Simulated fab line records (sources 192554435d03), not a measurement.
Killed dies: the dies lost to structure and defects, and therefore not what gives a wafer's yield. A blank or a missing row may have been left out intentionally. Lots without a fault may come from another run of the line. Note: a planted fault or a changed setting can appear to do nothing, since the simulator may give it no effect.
fab line records ; flow n5Finfet
record lots=6; wafers=18; lastDay=17
route steps=1938 shown BEOL_M3@1004 BEOL_M4@1111 PASSIVATION@1936
lots untouched by any fault: they come from a run of this same line in which no faults occurred
startH: start of the lot's first displayed wafer, in hours after the record's first day ; waitH: how many hours have passed since the lot's step before this one ; " identical to the entry in the row above ; L1.1+2: several wafers, shown together as one row ; - no value, or no start was given ; * or withheld: withheld ; < > ~ a bound
route shown NAME@n: names a module that has steps shown in the file, with the first one's number in the route ; usual: mean and standard deviation over wafers with no fault ; same: alike in all rows ; chamber/n: place in a boat ; sites: per-site readings ; _std_site: standard deviation across them ; _edge_site: outer sites' mean less inner sites' ; radiusMm: for every site, how far away it sits from the centre of the wafer ; mask NAME#n: copy n ; behind: the most recent tool/chamber to have shaped the wafer ; hold: cause of the lot's hold/its duration in hours/its outcome ; device: transistor that didn't switch, given as n, p or np ; end of line: the tests these same wafers got at the end of their route ; step lacking rows: just its recipe ; killed: count of dies lost to structure and defects at first sort (not the wafer's yield) ; map: the dies of a wafer, with x for killed, . for not killed, _ for no die there
set.NAME: the setting that was run; set.NAME@STEP: the one run at that earlier step ; model.NAME: the simulator's own value behind a step, which no gauge read
lots at some steps of the route; a table a step, a row a wafer
services: when a tool's chamber went out of use (startH, in hours from the record's first day, below 0 if earlier), for how many hours, and the reason
## steps
# step N5_BEOL_M3_SPUTTER_90
# recipe material=Cu; targetThkA=45; tempC=-20; chamberPressurePa=0.07; powerW=withheld; timeS=8.29
# usual throttleValvePct=29.9/0.88
lot.wafer;tool;chamber;startH;waitH;throttleValvePct
L743.2;pvdSputter-03;-;176.35;0.1;31.2
L743.4;pvdSputter-03;-;176.35;0.1;30.6
L743.5;pvdSputter-03;-;176.35;0.1;29.9
L744.3;pvdSputter-01;-;182.91;0.1;29.9
L744.4;pvdSputter-01;-;182.91;0.1;29.4
L744.5;pvdSputter-01;-;182.91;0.1;28.3
L750.2;pvdSputter-02;-;217.33;0.1;29.0
L750.4;pvdSputter-02;-;217.33;0.1;29.4
L750.6;pvdSputter-02;-;217.33;0.1;30.9
L753.1;pvdSputter-01;-;245.69;0.1;27.9
L753.3;pvdSputter-01;-;245.69;0.1;30.2
L753.6;pvdSputter-01;-;245.69;0.1;28.1
L761.1;pvdSputter-01;-;279.47;0.1;29.4
L761.2;pvdSputter-01;-;279.47;0.1;30.4
L761.3;pvdSputter-01;-;279.47;0.1;28.0
L760.1;pvdSputter-02;-;282.06;0.1;29.4
L760.2;pvdSputter-02;-;282.06;0.1;30.7
L760.5;pvdSputter-02;-;282.06;0.1;29.2
# step N5_BEOL_M3_ANNEAL_91
# recipe tempC=400; timeS=240; ambient=vacuum
# usual heaterPowerW=838/60
lot.wafer;tool;chamber;startH;waitH;heaterPowerW
L743.2;pvdSputter-03;-;176.43;0.0;955
L743.4;pvdSputter-03;-;176.43;0.0;750
L743.5;pvdSputter-03;-;176.43;0.0;789
L744.3;pvdSputter-01;-;182.99;0.0;786
L744.4;pvdSputter-01;-;182.99;0.0;812
L744.5;pvdSputter-01;-;182.99;0.0;852
L750.2;pvdSputter-02;-;217.41;0.0;877
L750.4;pvdSputter-02;-;217.41;0.0;831
L750.6;pvdSputter-02;-;217.41;0.0;930
L753.1;pvdSputter-01;-;245.77;0.0;893
L753.3;pvdSputter-01;-;245.77;0.0;791
L753.6;pvdSputter-01;-;245.77;0.0;860
L761.1;pvdSputter-01;-;279.55;0.0;812
L761.2;pvdSputter-01;-;279.55;0.0;803
L761.3;pvdSputter-01;-;279.55;0.0;878
L760.1;pvdSputter-02;-;282.14;0.0;823
L760.2;pvdSputter-02;-;282.14;0.0;941
L760.5;pvdSputter-02;-;282.14;0.0;848
# step N5_BEOL_M3_SPUTTER_92
# recipe material=Cu; targetThkA=45; tempC=-20; chamberPressurePa=0.07; powerW=withheld; timeS=8.29
# step N5_BEOL_M3_ANNEAL_93
# recipe tempC=400; timeS=240; ambient=vacuum
# usual heaterPowerW=835/60
lot.wafer;tool;chamber;startH;waitH;heaterPowerW
L743.2;pvdSputter-03;-;176.65;0.0;952
L743.4;pvdSputter-03;-;176.65;0.0;782
L743.5;pvdSputter-03;-;176.65;0.0;777
L744.3;pvdSputter-01;-;183.21;0.0;791
L744.4;pvdSputter-01;-;183.21;0.0;818
L744.5;pvdSputter-01;-;183.21;0.0;880
L750.2;pvdSputter-02;-;217.63;0.0;843
L750.4;pvdSputter-02;-;217.63;0.0;831
L750.6;pvdSputter-02;-;217.63;0.0;938
L753.1;pvdSputter-01;-;245.99;0.0;872
L753.3;pvdSputter-01;-;245.99;0.0;788
L753.6;pvdSputter-01;-;245.99;0.0;870
L761.1;pvdSputter-01;-;279.77;0.0;817
L761.2;pvdSputter-01;-;279.77;0.0;805
L761.3;pvdSputter-01;-;279.77;0.0;882
L760.1;pvdSputter-02;-;282.36;0.0;806
L760.2;pvdSputter-02;-;282.36;0.0;929
L760.5;pvdSputter-02;-;282.36;0.0;870
# step N5_BEOL_M3_SPUTTER_94
# recipe material=Cu; targetThkA=45; tempC=-20; chamberPressurePa=0.07; powerW=withheld; timeS=8.29
# step N5_BEOL_M3_ANNEAL_95
# recipe tempC=400; timeS=240; ambient=vacuum
# step N5_BEOL_M3_SPUTTER_96
# recipe material=Cu; targetThkA=45; tempC=-20; chamberPressurePa=0.07; powerW=withheld; timeS=8.29
# usual throttleValvePct=29.9/0.87
lot.wafer;tool;chamber;startH;waitH;throttleValvePct
L743.2;pvdSputter-03;-;177.01;0.1;31.1
L743.4;pvdSputter-03;-;177.01;0.1;30.6
L743.5;pvdSputter-03;-;177.01;0.1;29.8
L744.3;pvdSputter-01;-;183.57;0.1;29.4
L744.4;pvdSputter-01;-;183.57;0.1;29.4
L744.5;pvdSputter-01;-;183.57;0.1;28.0
L750.2;pvdSputter-02;-;217.99;0.1;28.9
L750.4;pvdSputter-02;-;217.99;0.1;29.5
L750.6;pvdSputter-02;-;217.99;0.1;30.8
L753.1;pvdSputter-01;-;246.35;0.1;28.1
L753.3;pvdSputter-01;-;246.35;0.1;30.1
L753.6;pvdSputter-01;-;246.35;0.1;28.0
L761.1;pvdSputter-01;-;280.13;0.1;29.3
L761.2;pvdSputter-01;-;280.13;0.1;30.7
L761.3;pvdSputter-01;-;280.13;0.1;27.9
L760.1;pvdSputter-02;-;282.72;0.1;29.4
L760.2;pvdSputter-02;-;282.72;0.1;30.8
L760.5;pvdSputter-02;-;282.72;0.1;28.8
# step N5_BEOL_M3_ECD_50
# recipe material=Cu; targetThkA=3000
# step N5_BEOL_M3_ANNEAL_51
# recipe tempC=225; timeS=90; ambient=N2
# step N5_BEOL_M3_CMP_52
# recipe stopOn=SiOC; tOverpolishS=6.8; downForcePsi=1; platenRpm=50; clearingPlatenDownForcePsi=1.5; clearingPlatenRpm=50; postCmpClean=cuAlkaline; targetThkNm=40; clearingPlatenPadVelocityMS=0.99484; padVelocityMS=0.99484
# usual barrierFieldEndpointS=24.6/0.79; clearingPlatenDownForcePsi=1.500/0.003; headPressurePsi=1.0000/0.0024; motorCurrentA=6.1/0.69; overpolishRunS=6.799/0.009; slurryFilterDpKPa=13.51/0.14; timeToEndpointS=61/4
lot.wafer;tool;chamber;startH;waitH;barrierFieldEndpointS;clearingPlatenDownForcePsi;headPressurePsi;motorCurrentA;overpolishRunS;slurryFilterDpKPa;timeToEndpointS
L743.2;cmp-02;3;177.58;0.3;25.4;1.502;1.0016;5.6;6.784;13.34;61
L743.4;cmp-02;0;177.58;0.3;24.2;1.496;1.0010;5.3;6.792;13.26;59
L743.5;cmp-02;2;177.58;0.3;25.0;1.507;0.9987;5.4;6.802;13.54;59
L744.3;cmp-01;0;184.14;0.2;25.4;1.502;1.0025;5.2;6.790;13.50;62
L744.4;cmp-01;1;184.14;0.2;25.2;1.502;1.0021;6.1;6.783;13.44;61
L744.5;cmp-01;3;184.14;0.2;25.4;1.506;1.0024;6.8;6.785;13.66;60
L750.4;cmp-02;1;218.48;0.1;25.0;1.497;0.9993;5.1;6.795;13.34;62
L750.2;cmp-02;0;218.48;0.1;24.9;1.499;0.9997;5.5;6.802;13.46;61
L750.6;cmp-02;1;218.48;0.1;25.5;1.496;0.9994;5.0;6.783;13.42;66
L753.3;cmp-04;3;247.14;0.2;24.7;1.506;0.9997;7.2;6.779;13.55;64
L753.1;cmp-04;0;247.14;0.2;24.6;1.501;0.9966;6.7;6.798;13.27;63
L753.6;cmp-04;0;247.14;0.2;24.9;1.498;1.0021;6.6;6.786;13.66;62
L761.2;cmp-01;3;283.50;0.2;24.9;1.502;0.9985;6.9;6.800;13.34;67
L761.1;cmp-01;0;283.50;0.2;24.9;1.498;0.9997;5.2;6.783;13.28;67
L761.3;cmp-01;1;283.50;0.2;24.3;1.504;0.9967;6.4;6.791;13.35;66
L760.2;cmp-02;3;284.58;0.2;25.4;1.497;1.0003;5.6;6.810;13.55;63
L760.1;cmp-02;1;284.58;0.2;24.9;1.499;0.9975;5.2;6.803;13.45;63
L760.5;cmp-02;0;284.58;0.2;25.1;1.504;1.0014;5.2;6.788;13.43;58
# step N5_BEOL_M3_THK_MEAS_53
# recipe thkMeasGauge=xrf; reads=Cu_of_BEOL_M3_ECD_50
# usual M3_THK=40.3/1.6
lot.wafer;tool;chamber;startH;waitH;M3_THK[nm]
L743.2;filmMetro-02;-;177.80;-;40.0
L743.4;filmMetro-02;-;177.80;-;39.9
L743.5;filmMetro-02;-;177.80;-;41.7
L744.3;filmMetro-01;-;184.36;-;41.7
L744.4;filmMetro-01;-;184.36;-;41.7
L744.5;filmMetro-01;-;184.36;-;41.2
L750.2;filmMetro-01;-;218.77;-;36.7
L750.4;filmMetro-01;-;218.77;-;39.3
L750.6;filmMetro-01;-;218.77;-;41.3
L753.1;filmMetro-01;-;247.44;-;40.6
L753.3;filmMetro-01;-;247.44;-;39.2
L753.6;filmMetro-01;-;247.44;-;42.3
L761.1;filmMetro-02;-;283.76;-;42.0
L761.2;filmMetro-02;-;283.76;-;39.9
L761.3;filmMetro-02;-;283.76;-;40.2
L760.1;filmMetro-01;-;284.87;-;40.3
L760.2;filmMetro-01;-;284.87;-;40.4
L760.5;filmMetro-01;-;284.87;-;41.2
# step N5_BEOL_M3_PRE_CLEAN_60
# recipe gas=NH3/H2; timeS=15; tempC=*; rfPowerW=300
# step N5_BEOL_M3_CO_CAP_55
# recipe material=Co; targetThkA=20; tempC=200; precursor=CCTBA/H2; pressureTorr=30; timeS=102.1
# usual heaterPowerW=236/17; runLengthS=125.2/0.43
lot.wafer;tool;chamber;startH;waitH;heaterPowerW;runLengthS;sinceWetCleanH;model.Co_of_BEOL_M3_CO_CAP_55.thkNm
L743.2;cvdCo-02;0;177.88;0.0;243;125.7;938;1.8
L743.4;cvdCo-02;2;177.88;0.0;260;181.1;-;2.8
L743.5;cvdCo-02;0;177.88;0.0;245;125.6;-;1.6
L744.3;cvdCo-02;2;184.44;0.0;262;125.6;485;2
L744.4;cvdCo-02;2;184.44;0.0;251;180.3;-;3
L744.5;cvdCo-02;0;184.44;0.0;246;125.7;-;1.8
L750.2;cvdCo-01;2;218.85;0.0;224;124.5;301;1.8
L750.4;cvdCo-01;2;218.85;0.0;217;124.6;-;1.8
L750.6;cvdCo-01;1;218.85;0.0;252;125.2;-;2
L753.1;cvdCo-01;2;247.52;0.0;216;124.5;330;2
L753.3;cvdCo-01;1;247.52;0.0;245;125.2;1226;2
L753.6;cvdCo-01;0;247.52;0.0;231;124.9;-;2
L761.1;cvdCo-02;0;283.84;0.0;250;125.3;1044;1.8
L761.2;cvdCo-02;1;283.84;0.0;208;125.5;147;1.8
L761.3;cvdCo-02;2;283.84;0.0;251;125.0;585;1.8
L760.1;cvdCo-01;2;284.95;0.0;225;124.6;367;1.8
L760.2;cvdCo-01;0;284.95;0.0;236;124.7;826;2
L760.5;cvdCo-01;1;284.95;0.0;250;125.3;-;2
# step N5_BEOL_M3_PRE_CLEAN_56
# recipe gas=NH3; timeS=15; tempC=withheld; rfPowerW=300
# step N5_BEOL_M4_RC_MEAS_101
# usual DIBL_N=36.5/2; DIBL_P=36.5/2.3; IOFF_N=0.16/0.036; IOFF_P=0.21/0.037; ION_N=672/12; ION_P=459/7.1; SS_N=71.6/0.73; SS_P=73.4/0.76; VT_N=250/3.3; VT_P=-250.5/2.9
lot.wafer;tool;chamber;startH;waitH;DIBL_N[mV/V];DIBL_P[mV/V];IOFF_N[nA/um];IOFF_P[nA/um];ION_N[uA/um];ION_P[uA/um];SS_N[mV/dec];SS_P[mV/dec];VT_N[mV];VT_P[mV]
L743.2;prober-02;0;189.71;0.2;34.5;35.7;0.14;0.19;671;462;71.2;72.8;248;-252.2
L743.4;prober-02;0;189.71;0.2;37.3;37.8;0.19;0.23;679;462;71.5;73.9;247;-248.4
L743.5;prober-02;0;189.71;0.2;36.9;37.8;0.18;0.22;683;468;71.5;74.7;247;-248.9
L744.3;prober-01;0;199.73;0.3;36.9;35.4;0.15;0.18;661;446;71.9;73.3;252;-254.4
L744.4;prober-01;0;199.73;0.3;34.8;33.5;0.12;0.17;655;448;70.8;72.5;253;-254.3
L744.5;prober-01;0;199.73;0.3;39.9;40.3;0.22;0.28;683;467;71.9;74.7;245;-246.8
L750.2;prober-01;0;230.02;0.2;36.3;37.2;0.16;0.21;665;459;71.8;73.7;253;-249.4
L750.4;prober-01;0;230.02;0.2;34.7;35.6;0.14;0.20;671;463;71.6;72.3;252;-250.4
L750.6;prober-01;0;230.02;0.2;37.3;37.0;0.18;0.23;652;449;72.4;73.4;252;-250.0
L753.1;prober-01;0;259.25;0.0;38.0;39.0;0.22;0.24;690;463;72.4;74.0;246;-248.6
L753.3;prober-01;0;259.25;0.0;35.1;36.7;0.16;0.21;676;462;71.2;73.1;249;-248.9
L753.6;prober-01;0;259.25;0.0;37.5;37.8;0.18;0.23;654;450;72.8;73.5;251;-250.7
L761.1;prober-01;0;297.09;0.1;36.4;36.7;0.16;0.22;673;460;71.3;73.1;250;-250.8
L761.2;prober-01;0;297.09;0.1;39.6;40.7;0.24;0.29;696;467;72.8;74.5;242;-244.7
L761.3;prober-01;0;297.09;0.1;34.6;35.0;0.13;0.18;672;457;71.8;72.6;252;-252.3
L760.1;prober-02;0;297.75;0.0;35.9;35.4;0.14;0.17;673;456;71.2;73.2;253;-256.2
L760.2;prober-02;0;297.75;0.0;36.1;36.0;0.13;0.18;663;453;71.7;72.7;254;-255.0
L760.5;prober-02;0;297.75;0.0;37.2;37.3;0.16;0.20;682;459;71.3;73.0;251;-253.5
# step N5_PASSIVATION_PROBE_49
# usual defectLimitedYield=91.4/1.4; killed_at_M0_to_M3=33/11; killed_at_M4_up=13/5.3; killedAtContacts=13/6.1; killedAtFrontEnd=40/11; killedAtOther=2.9/2.7; killedDies=102/17; killedOnRim=14/4.2; killedOpen=68/13; killedShort=32/7.5; sort_bin_5_function=5.1/0.98; sort_bin_6_memory=3.2/0.69; sortNPass=1077/21; sortYieldPct=91.3/1.7
# same grossDies=1180; killedAtBackSide=0; sort_bin_4_leakage[%]=0; sort_bin_8_speed[%]=0
lot.wafer;tool;chamber;startH;waitH;defectLimitedYield[%];killed_at_M0_to_M3;killed_at_M4_up;killedAtContacts;killedAtFrontEnd;killedAtOther;killedDies;killedOnRim;killedOpen;killedShort;sort_bin_5_function[%];sort_bin_6_memory[%];sortNPass;sortYieldPct[%]
L744.4;prober-02;-;316.92;0.2;89.6;45;18;14;44;2;123;23;79;41;7.4;2.6;1057;89.6
# killed by level:class
L744.4 MOL_CONTACT_COAG:geometricParticle:open=13 STI_FIN_REVEAL:geometricParticle:open=12 BEOL_M0_SAQP:geometricParticle:open=12 BEOL_M0_SAQP:geometricParticle:short=10 BEOL_M4:geometricParticle:open=8 FIN_SAQP:geometricParticle:open=7 BEOL_M1:geometricParticle:open=6 FIN_SAQP:geometricParticle:short=5
## services
tool;chamber;startH;hours;kind
pvdSputter-01;-;156.15;13.6;repair
cmp-02;-;158.53;3.9;repair
cmp-04;-;182.02;4.5;repair
cvdCo-01;1;188.51;12.3;repair
cvdCo-02;-;190.66;2.2;repair
cvdCo-01;-;201.68;5.6;repair
cmp-04;-;234.55;4.6;pm
cmp-02;-;245.11;0.5;repair
cmp-02;-;258.02;6.3;pm
cvdCo-02;0;260.36;15.9;repair
cmp-01;-;263.32;4.0;pm
cmp-01;-;267.32;-;consumableReplace:conditioner
cmp-01;-;267.32;-;consumableReplace:pad
cmp-01;-;271.26;0.5;repair
cmp-02;-;272.79;0.7;repair
cmp-01;-;273.23;6.1;pm
## key
firstSign step=N5_BEOL_M3_CO_CAP_55; reading=runLengthS; direction=up; sigmas=99+; usual=*; struck=*
effect none on later readings
modelEffect step=N5_BEOL_M3_CO_CAP_55; value=Co_of_BEOL_M3_CO_CAP_55.thkNm; without=1.8; struck=2.9
metAt N5_BEOL_M3_CO_CAP_55
struckWafers L743.4,L744.4
fault kind=processParameterDrift; tool=cvdCo-02; chamber=-; onsetH=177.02; steps=N5_BEOL_M3_CO_CAP_55; channel=timeS; offset=*; shape=step; endH=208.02; scope=struckWafersOnly; actsIn=*; stated=*
